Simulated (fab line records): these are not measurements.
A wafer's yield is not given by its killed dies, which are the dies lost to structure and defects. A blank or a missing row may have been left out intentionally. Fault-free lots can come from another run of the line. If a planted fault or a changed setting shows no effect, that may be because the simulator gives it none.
fab line records / flow n5_finfet
record lots=5 wafers=15 last_day=17
route steps=1938 shown BEOL_M6@1251 BEOL_M7@1263 PASSIVATION@1936
lots that met no fault: from a run of the same line without faults
start_h: hours from the record's first day to the start of the lot's first wafer shown / wait_h: hours from the lot's prior step to this one / " repeats the value in the row above / L1.1+2: a row that stands for several wafers / - no value, or no start given / * or withheld: withheld / < > ~ a bound
route shown NAME@n: a module of which the file shows steps, and the number in the route of the first / usual: mean/standard deviation taken from wafers without a fault / same: alike in all rows / chamber/n: place in a boat / sites: readings site by site / _std_site: their standard deviation / _edge_site: mean of outer sites minus mean of inner sites / radius_mm: for every site, how far away it sits from the centre of the wafer / mask NAME#n: copy n / behind: the last tool/chamber to shape the wafer / hold: what put the lot on hold/how long, in hours/how the hold closed / device: transistor that didn't switch, given as n, p or np / end of line: tests run on the same wafers once the route is complete / a step without rows: its recipe alone / killed: not the wafer's yield, but the dies lost to structure and defects at the first sort / map: the dies of a wafer, with x for killed, . for not killed, _ for no die there
set.NAME: setting as actually run; set.NAME@STEP: the setting as run at that earlier step / model.NAME: the simulator's own value behind a step, which no gauge read
a table for each step, a row for each wafer; lots at some steps of the route
services: when a tool's chamber went out of use (start_h, in hours from the record's first day, below 0 if earlier), for how many hours, and the reason
## steps
# step N5_BEOL_M6_ALD_77
# recipe material=TaN target_thk_a=20 temp_c=275 ald_precursor_family=PDMAT ald_co_reactant=NH3 pressure_torr=3 carrier_flow_sccm=1500 pulse_time_s=2 purge_time_s=3 co_reactant_purge_time_s=2 co_reactant_pulse_time_s=3 ald_cycles=40 precursor_vessel_temp_c=75 precursor_vessel_pressure_torr=26.25 precursor_vessel_carrier_sccm=1000
# step N5_BEOL_M6_SURFACE_TREAT_79
# recipe gas=Ar time_s=* ion_energy_ev=* ion_current_ma_cm2=0.5 pressure_mtorr=* ar_flow_sccm=30
# step N5_BEOL_M6_CVD_78
# recipe material=Co target_thk_a=20 temp_c=withheld precursor=CCTBA/H2 pressure_torr=30 time_s=142.3
# step N5_BEOL_M6_SPUTTER_48
# recipe material=Cu target_thk_a=100 temp_c=-20 bias_v=60 power_w=26000 chamber_pressure_pa=0.13 time_s=1.667
# step N5_BEOL_M6_ECD_50
# recipe material=Cu target_thk_a=3000
# step N5_BEOL_M6_ANNEAL_51
# recipe temp_c=225 time_s=90 ambient=N2
# step N5_BEOL_M6_CMP_52
# recipe stop_on=SiCOH_lowk t_overpolish_s=6.9 down_force_psi=1 platen_rpm=50 clearing_platen_down_force_psi=1.5 clearing_platen_rpm=50 post_cmp_clean=cu_alkaline target_thk_nm=80 clearing_platen_pad_velocity_m_s=0.99484 pad_velocity_m_s=0.99484
# step N5_BEOL_M6_PRE_CLEAN_55
# recipe gas=NH3 time_s=15 temp_c=withheld rf_power_w=300
# step N5_BEOL_M6_DEP_56
# recipe material=SiCN target_thk_a=100 temp_c=withheld precursor=3MS/NH3 pressure_torr=3 rf_w=202 time_s=17.5
# step N5_BEOL_M7_ILD_DEP_00
# recipe material=SiCOH_lowk target_thk_a=1797.5 temp_c=300 precursor=DEMS/porogen pressure_torr=5 rf_w=500 time_s=33.4
# usual heater_power_w=291/44 showerhead_plenum_p_Torr=5.734/0.02 susceptor_temp_C=299.96/0.2 throttle_valve_pct=13.7/0.56
lot.wafer=L652.1 tool=pecvd-01 chamber=2 start_h=189.29 wait_h=0.0 heater_power_w=273 showerhead_plenum_p_Torr=5.716 susceptor_temp_C=300.34 throttle_valve_pct=13.1 model.SiCOH_lowk_of_BEOL_M7_ILD_DEP_00.thk_nm=180.8
lot.wafer=L652.5 tool=pecvd-01 chamber=1 start_h=189.29 wait_h=0.0 heater_power_w=267 showerhead_plenum_p_Torr=5.754 susceptor_temp_C=300.11 throttle_valve_pct=13.8 model.SiCOH_lowk_of_BEOL_M7_ILD_DEP_00.thk_nm=179.2
lot.wafer=L652.6 tool=pecvd-01 chamber=0 start_h=189.29 wait_h=0.0 heater_power_w=313 showerhead_plenum_p_Torr=5.729 susceptor_temp_C=300.29 throttle_valve_pct=14.1 model.SiCOH_lowk_of_BEOL_M7_ILD_DEP_00.thk_nm=178.8
lot.wafer=L659.4 tool=pecvd-01 chamber=0 start_h=235.67 wait_h=0.1 heater_power_w=263 showerhead_plenum_p_Torr=5.742 susceptor_temp_C=285.47 throttle_valve_pct=13.8 model.SiCOH_lowk_of_BEOL_M7_ILD_DEP_00.thk_nm=196.4
lot.wafer=L659.5 tool=pecvd-01 chamber=1 start_h=235.67 wait_h=0.1 heater_power_w=259 showerhead_plenum_p_Torr=5.781 susceptor_temp_C=299.92 throttle_valve_pct=13.9 model.SiCOH_lowk_of_BEOL_M7_ILD_DEP_00.thk_nm=180
lot.wafer=L659.6 tool=pecvd-01 chamber=2 start_h=235.67 wait_h=0.1 heater_power_w=264 showerhead_plenum_p_Torr=5.701 susceptor_temp_C=300.28 throttle_valve_pct=13.1 model.SiCOH_lowk_of_BEOL_M7_ILD_DEP_00.thk_nm=180.4
lot.wafer=L662.2 tool=pecvd-01 chamber=0 start_h=240.56 wait_h=0.0 heater_power_w=274 showerhead_plenum_p_Torr=5.736 susceptor_temp_C=285.02 throttle_valve_pct=13.6 model.SiCOH_lowk_of_BEOL_M7_ILD_DEP_00.thk_nm=193.2
lot.wafer=L662.4 tool=pecvd-01 chamber=1 start_h=240.56 wait_h=0.0 heater_power_w=284 showerhead_plenum_p_Torr=5.755 susceptor_temp_C=299.93 throttle_valve_pct=14.0 model.SiCOH_lowk_of_BEOL_M7_ILD_DEP_00.thk_nm=181
lot.wafer=L662.5 tool=pecvd-01 chamber=2 start_h=240.56 wait_h=0.0 heater_power_w=269 showerhead_plenum_p_Torr=5.729 susceptor_temp_C=300.09 throttle_valve_pct=13.5 model.SiCOH_lowk_of_BEOL_M7_ILD_DEP_00.thk_nm=180.8
lot.wafer=L660.2 tool=pecvd-01 chamber=1 start_h=245.74 wait_h=0.0 heater_power_w=264 showerhead_plenum_p_Torr=5.762 susceptor_temp_C=300.07 throttle_valve_pct=14.2 model.SiCOH_lowk_of_BEOL_M7_ILD_DEP_00.thk_nm=176.4
lot.wafer=L660.4 tool=pecvd-01 chamber=0 start_h=245.74 wait_h=0.0 heater_power_w=220 showerhead_plenum_p_Torr=5.733 susceptor_temp_C=285.27 throttle_valve_pct=13.7 model.SiCOH_lowk_of_BEOL_M7_ILD_DEP_00.thk_nm=197.2
lot.wafer=L660.6 tool=pecvd-01 chamber=1 start_h=245.74 wait_h=0.0 heater_power_w=264 showerhead_plenum_p_Torr=5.750 susceptor_temp_C=300.13 throttle_valve_pct=14.2 model.SiCOH_lowk_of_BEOL_M7_ILD_DEP_00.thk_nm=178
lot.wafer=L674.2 tool=pecvd-01 chamber=2 start_h=320.84 wait_h=0.0 heater_power_w=285 showerhead_plenum_p_Torr=5.730 susceptor_temp_C=300.27 throttle_valve_pct=13.3 model.SiCOH_lowk_of_BEOL_M7_ILD_DEP_00.thk_nm=178.8
lot.wafer=L674.5 tool=pecvd-01 chamber=1 start_h=320.84 wait_h=0.0 heater_power_w=263 showerhead_plenum_p_Torr=5.781 susceptor_temp_C=299.99 throttle_valve_pct=14.0 model.SiCOH_lowk_of_BEOL_M7_ILD_DEP_00.thk_nm=181.2
lot.wafer=L674.6 tool=pecvd-01 chamber=0 start_h=320.84 wait_h=0.0 heater_power_w=306 showerhead_plenum_p_Torr=5.718 susceptor_temp_C=299.71 throttle_valve_pct=14.2 model.SiCOH_lowk_of_BEOL_M7_ILD_DEP_00.thk_nm=180.6
# step N5_BEOL_M7_CURE_74
# recipe temp_c=385 time_s=240 ambient=He/Ar material=SiCOH_lowk
# step N5_BEOL_M7_THK_MEAS_01
# recipe reads=SiCOH_lowk_of_BEOL_M7_ILD_DEP_00
# usual M7_ILD_THK=154.7/1.8
lot.wafer=L652.1 tool=film_metro-02 chamber=- start_h=189.87 wait_h=0.4 M7_ILD_THK[nm]=155.9
lot.wafer=L652.5 tool=film_metro-02 chamber=- start_h=189.87 wait_h=0.4 M7_ILD_THK[nm]=154.6
lot.wafer=L652.6 tool=film_metro-02 chamber=- start_h=189.87 wait_h=0.4 M7_ILD_THK[nm]=154.1
lot.wafer=L659.4 tool=film_metro-01 chamber=- start_h=236.23 wait_h=0.2 M7_ILD_THK[nm]=169.3
lot.wafer=L659.5 tool=film_metro-01 chamber=- start_h=236.23 wait_h=0.2 M7_ILD_THK[nm]=155.3
lot.wafer=L659.6 tool=film_metro-01 chamber=- start_h=236.23 wait_h=0.2 M7_ILD_THK[nm]=155.5
lot.wafer=L662.2 tool=film_metro-02 chamber=- start_h=241.62 wait_h=0.7 M7_ILD_THK[nm]=166.7
lot.wafer=L662.4 tool=film_metro-02 chamber=- start_h=241.62 wait_h=0.7 M7_ILD_THK[nm]=156.1
lot.wafer=L662.5 tool=film_metro-02 chamber=- start_h=241.62 wait_h=0.7 M7_ILD_THK[nm]=156.0
lot.wafer=L660.2 tool=film_metro-01 chamber=- start_h=246.32 wait_h=0.4 M7_ILD_THK[nm]=151.9
lot.wafer=L660.4 tool=film_metro-01 chamber=- start_h=246.32 wait_h=0.4 M7_ILD_THK[nm]=170.3
lot.wafer=L660.6 tool=film_metro-01 chamber=- start_h=246.32 wait_h=0.4 M7_ILD_THK[nm]=153.6
lot.wafer=L674.2 tool=film_metro-02 chamber=- start_h=321.42 wait_h=0.4 M7_ILD_THK[nm]=154.1
lot.wafer=L674.5 tool=film_metro-02 chamber=- start_h=321.42 wait_h=0.4 M7_ILD_THK[nm]=156.1
lot.wafer=L674.6 tool=film_metro-02 chamber=- start_h=321.42 wait_h=0.4 M7_ILD_THK[nm]=156.0
# step N5_BEOL_M7_PECVD_70
# recipe material=SiO2 target_thk_a=200 temp_c=400 precursor=TEOS/O2 pressure_torr=5.5 rf_w=450 teos_flow_sccm=53.8 gas=O2 flow_sccm=3000 time_s=22.7
# step N5_BEOL_M7_HM_DEP_02
# recipe material=TiN target_thk_a=200 temp_c=25 chamber_pressure_pa=0.49996
# step N5_BEOL_M7_COAT_59
# recipe resist=SOC temp_c=250 time_s=60 spin_rpm=1500 resist_thk_nm=100
# step N5_BEOL_M7_COAT_60
# recipe resist=SiARC temp_c=220 time_s=60 spin_rpm=1500 resist_thk_nm=35
# step N5_BEOL_M7_COAT_05
# recipe resist=CAR-ArF spin_rpm=1500 resist_thk_nm=90
# step N5_BEOL_M7_EBR_07
# recipe solvent=PGMEA ebr_width_mm=1.5
# step N5_BEOL_M7_SOFTBAKE_06
# recipe temp_c=110 time_s=60 resist=CAR-ArF
# step N5_BEOL_M7_EXPOSE_08
# recipe mask_id=M7 na=1.35 source_shape=dipole sigma_inner=0.817 sigma_outer=0.97 polarization=te dose_mj=68.25
# step N5_BEOL_M7_PEB_09
# recipe peb_temp_c=withheld peb_time_s=60 resist=CAR-ArF
# step N5_BEOL_M7_DEVELOP_10
# recipe develop_time_s=30 developer=TMAH resist=CAR-ArF rinse_liquid=diw dry=air_spin dev_temp_c=23
# step N5_BEOL_M7_DESCUM_16
# recipe chemistry=O2 time_s=7.9 source_power_w=50 bias_power_w=20 pressure_mtorr=20 rf_frequency_hz=2.712e+07 temp_c=40 resist=CAR-ArF o2_flow_sccm=225
# step N5_BEOL_M7_ETCH_61
# recipe chemistry=CF4 target=SiARC target_depth_a=455 mask_material=CAR-ArF time_s=75.8 ion_energy_ev=80 pressure_mtorr=40 source_w=545 bias_w=36 Ar_flow_sccm=100 cf4_flow_sccm=100 ends=cleared
# step N5_BEOL_M7_ETCH_62
# recipe chemistry=N2/H2 target=SOC target_depth_a=1100 overetch_a=220 mask_material=SiARC temp_c=40 time_s=165 ion_energy_ev=200 pressure_mtorr=30 source_w=840 bias_w=150 n2_flow_sccm=200 h2_flow_sccm=200
# step N5_BEOL_M7_STRIP_68
# recipe chemistry=N2/H2 temp_c=40 n2_flow_sccm=200 h2_flow_sccm=200 rf_frequency_hz=6e+07
# step N5_BEOL_M7_STRIP_67
# recipe chemistry=CF4 resist=SiARC power_w=300 bias_power_w=75 pressure_mtorr=50 cf4_flow_sccm=150 rf_frequency_hz=6e+07
# step N5_BEOL_M7_HM_OPEN_17
# recipe chemistry=Cl2/BCl3 target_depth_a=200 overetch_a=60 target=TiN mask_material=SOC ion_energy_ev=150 pressure_mtorr=10 icp_w=1000 bias_w=126 Cl2_flow_sccm=53.25 bcl3_flow_sccm=21.75 Ar_flow_sccm=25
# step N5_BEOL_M7_STRIP_19
# recipe chemistry=O2 power_w=400 temp_c=40 pressure_mtorr=30 rf_frequency_hz=6e+07 bias_power_w=0 overash_fraction=0.2 o2_flow_sccm=225
# step N5_BEOL_M7_COAT_63
# recipe resist=SOC temp_c=250 time_s=60 spin_rpm=1500 resist_thk_nm=60
# step N5_BEOL_M7_COAT_64
# recipe resist=SiARC temp_c=220 time_s=60 spin_rpm=1500 resist_thk_nm=12
# step N5_BEOL_M7_COAT_71
# recipe resist=underlayer temp_c=205 time_s=60 spin_rpm=1500 resist_thk_nm=5
# step N5_BEOL_M7_COAT_22
# recipe resist=CAR-EUV spin_rpm=1500 resist_thk_nm=30
# step N5_BEOL_M7_EBR_24
# recipe solvent=PGMEA ebr_width_mm=1.5
# step N5_BEOL_M7_SOFTBAKE_23
# recipe temp_c=110 time_s=60 resist=CAR-EUV
# step N5_BEOL_M7_CMP_52
# recipe stop_on=SiCOH_lowk t_overpolish_s=6.9 down_force_psi=1 platen_rpm=50 clearing_platen_down_force_psi=1.5 clearing_platen_rpm=50 post_cmp_clean=cu_alkaline target_thk_nm=80 clearing_platen_pad_velocity_m_s=0.99484 pad_velocity_m_s=0.99484
# usual motor_current_A=6.3/0.77
lot.wafer=L652.1 tool=cmp-03 chamber=0 start_h=195.99 wait_h=0.8 motor_current_A=5.7 model.SiCOH_lowk_of_BEOL_M7_ILD_DEP_00.thk_nm=153
lot.wafer=L652.5 tool=cmp-03 chamber=1 start_h=195.99 wait_h=0.8 motor_current_A=5.9 model.SiCOH_lowk_of_BEOL_M7_ILD_DEP_00.thk_nm=151.4
lot.wafer=L652.6 tool=cmp-03 chamber=2 start_h=195.99 wait_h=0.8 motor_current_A=7.0 model.SiCOH_lowk_of_BEOL_M7_ILD_DEP_00.thk_nm=151.2
lot.wafer=L659.4 tool=cmp-01 chamber=3 start_h=245.56 wait_h=0.2 motor_current_A=8.8 model.SiCOH_lowk_of_BEOL_M7_ILD_DEP_00.thk_nm=166.6
lot.wafer=L659.5 tool=cmp-01 chamber=2 start_h=245.56 wait_h=0.2 motor_current_A=5.2 model.SiCOH_lowk_of_BEOL_M7_ILD_DEP_00.thk_nm=152.2
lot.wafer=L659.6 tool=cmp-01 chamber=3 start_h=245.56 wait_h=0.2 motor_current_A=8.0 model.SiCOH_lowk_of_BEOL_M7_ILD_DEP_00.thk_nm=152.6
lot.wafer=L662.4 tool=cmp-02 chamber=2 start_h=246.69 wait_h=0.2 motor_current_A=6.6 model.SiCOH_lowk_of_BEOL_M7_ILD_DEP_00.thk_nm=153.2
lot.wafer=L662.2 tool=cmp-02 chamber=0 start_h=246.69 wait_h=0.2 motor_current_A=5.8 model.SiCOH_lowk_of_BEOL_M7_ILD_DEP_00.thk_nm=163.6
lot.wafer=L662.5 tool=cmp-02 chamber=1 start_h=246.69 wait_h=0.2 motor_current_A=6.9 model.SiCOH_lowk_of_BEOL_M7_ILD_DEP_00.thk_nm=153
lot.wafer=L660.4 tool=cmp-03 chamber=2 start_h=252.43 wait_h=0.1 motor_current_A=6.8 model.SiCOH_lowk_of_BEOL_M7_ILD_DEP_00.thk_nm=167.2
lot.wafer=L660.2 tool=cmp-03 chamber=3 start_h=252.43 wait_h=0.1 motor_current_A=6.3 model.SiCOH_lowk_of_BEOL_M7_ILD_DEP_00.thk_nm=149.2
lot.wafer=L660.6 tool=cmp-03 chamber=2 start_h=252.43 wait_h=0.1 motor_current_A=7.4 model.SiCOH_lowk_of_BEOL_M7_ILD_DEP_00.thk_nm=150.6
lot.wafer=L674.2 tool=cmp-03 chamber=3 start_h=328.71 wait_h=0.2 motor_current_A=6.1 model.SiCOH_lowk_of_BEOL_M7_ILD_DEP_00.thk_nm=151.2
lot.wafer=L674.5 tool=cmp-03 chamber=3 start_h=328.71 wait_h=0.2 motor_current_A=6.3 model.SiCOH_lowk_of_BEOL_M7_ILD_DEP_00.thk_nm=153.2
lot.wafer=L674.6 tool=cmp-03 chamber=0 start_h=328.71 wait_h=0.2 motor_current_A=5.6 model.SiCOH_lowk_of_BEOL_M7_ILD_DEP_00.thk_nm=152.8
# step N5_PASSIVATION_PROBE_49
# usual defect_limited_yield=91.2/1.4 killed_at_M0_to_M3=34/9.4 killed_at_M4_up=13/5.8 killed_at_contacts=13/6.4 killed_at_front_end=41/11 killed_at_other=3.1/2.3 killed_dies=103/16 killed_open=69/12 killed_short=33/7.8 sort_bin_5_function=5.1/0.91 sort_bin_6_memory=3.3/0.63 sort_n_pass=1077/16 sort_yield_pct=91.2/1.4
# same gross_dies=1180 killed_at_back_side=0 sort_bin_4_leakage[%]=0 sort_bin_8_speed[%]=0
lot.wafer=L660.2 tool=prober-01 chamber=- start_h=320.40 wait_h=0.1 defect_limited_yield[%]=91.0 killed_at_M0_to_M3=35 killed_at_M4_up=5 killed_at_contacts=16 killed_at_front_end=49 killed_at_other=1 killed_dies=106 killed_open=68 killed_short=38 sort_bin_5_function[%]=5.7 sort_bin_6_memory[%]=3.0 sort_n_pass=1074 sort_yield_pct[%]=91.0
lot.wafer=L660.4 tool=prober-01 chamber=- start_h=320.50 wait_h=0.2 defect_limited_yield[%]=91.3 killed_at_M0_to_M3=39 killed_at_M4_up=5 killed_at_contacts=14 killed_at_front_end=43 killed_at_other=2 killed_dies=103 killed_open=67 killed_short=36 sort_bin_5_function[%]=5.7 sort_bin_6_memory[%]=2.7 sort_n_pass=1077 sort_yield_pct[%]=91.3
lot.wafer=L660.6 tool=prober-01 chamber=- start_h=320.60 wait_h=0.3 defect_limited_yield[%]=92.9 killed_at_M0_to_M3=38 killed_at_M4_up=4 killed_at_contacts=6 killed_at_front_end=35 killed_at_other=1 killed_dies=84 killed_open=45 killed_short=37 sort_bin_5_function[%]=4.0 sort_bin_6_memory[%]=2.7 sort_n_pass=1096 sort_yield_pct[%]=92.9
# killed by level:class
L660.2 STI_FIN_REVEAL:geometric_particle:open=14 MOL_CONTACT_COAG:geometric_particle:open=13 FIN_SAQP:geometric_particle:short=9 BEOL_M3:geometric_particle:open=8 FIN_SAQP:geometric_particle:open=7 BEOL_M0_SAQP:geometric_particle:open=7 STARTING-WAFER:geometric_particle:short=7 BEOL_M2:geometric_particle:open=6
L660.4 STI_FIN_REVEAL:geometric_particle:open=16 BEOL_M2:geometric_particle:open=11 MOL_CONTACT_COAG:geometric_particle:open=9 BEOL_M0_SAQP:geometric_particle:short=8 FIN_SAQP:geometric_particle:short=6 DUMMY_GATE:geometric_particle:open=5 MOL_CONTACT_COAG:geometric_particle:short=5 GATE_CUT:geometric_particle:open=4
L660.6 FIN_SAQP:geometric_particle:short=10 BEOL_M1:geometric_particle:open=8 BEOL_M2:geometric_particle:open=8 STI_FIN_REVEAL:geometric_particle:open=6 BEOL_M0_SAQP:geometric_particle:open=5 BEOL_M2:geometric_particle:short=5 STI_FIN_REVEAL:geometric_particle:short=4 GATE_CUT:geometric_particle:short=4
## services
tool=cmp-02 chamber=- start_h=172.36 hours=4.9 kind=pm
tool=cmp-02 chamber=- start_h=194.36 hours=2.7 kind=repair
tool=cmp-03 chamber=- start_h=198.27 hours=1.0 kind=repair
tool=cmp-02 chamber=- start_h=218.33 hours=5.7 kind=pm
tool=cmp-02 chamber=- start_h=247.72 hours=1.5 kind=repair
tool=cmp-02 chamber=- start_h=263.21 hours=4.0 kind=pm
tool=cmp-02 chamber=- start_h=267.21 hours=- kind=consumable_replace:conditioner
tool=cmp-02 chamber=- start_h=267.21 hours=- kind=consumable_replace:pad
tool=cmp-01 chamber=- start_h=272.53 hours=4.6 kind=pm
tool=pecvd-01 chamber=1 start_h=273.93 hours=5.5 kind=scheduled_down
tool=cmp-03 chamber=- start_h=282.73 hours=4.0 kind=pm
tool=cmp-03 chamber=- start_h=286.73 hours=- kind=consumable_replace:conditioner
tool=cmp-03 chamber=- start_h=286.73 hours=- kind=consumable_replace:pad
tool=cmp-01 chamber=- start_h=303.39 hours=0.9 kind=repair
tool=pecvd-01 chamber=0 start_h=308.57 hours=10.3 kind=repair
tool=cmp-03 chamber=- start_h=310.68 hours=2.1 kind=pm
tool=cmp-03 chamber=- start_h=321.71 hours=1.7 kind=repair
tool=cmp-01 chamber=- start_h=328.46 hours=8.8 kind=repair
## key
first_sign step=N5_BEOL_M7_ILD_DEP_00 reading=susceptor_temp_C direction=down sigmas=72 usual=* struck=*
effect step=N5_BEOL_M7_THK_MEAS_01 reading=M7_ILD_THK direction=up sigmas=7.8 usual=154.7 struck=168.8
model_effect step=N5_BEOL_M7_ILD_DEP_00 value=SiCOH_lowk_of_BEOL_M7_ILD_DEP_00.thk_nm without=179.3 struck=195.6
model_effect step=N5_BEOL_M7_CMP_52 value=SiCOH_lowk_of_BEOL_M7_ILD_DEP_00.thk_nm without=151.5 struck=165.8
met_at N5_BEOL_M7_ILD_DEP_00
struck_wafers L659.4,L660.4,L662.2
onset_between 189.29 235.67
fault kind=process_parameter_drift tool=pecvd-01 chamber=0 onset_h=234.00 steps=N5_BEOL_M7_ILD_DEP_00 channel=temp_c offset=* shape=step end_h=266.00 acts_in=* stated=*
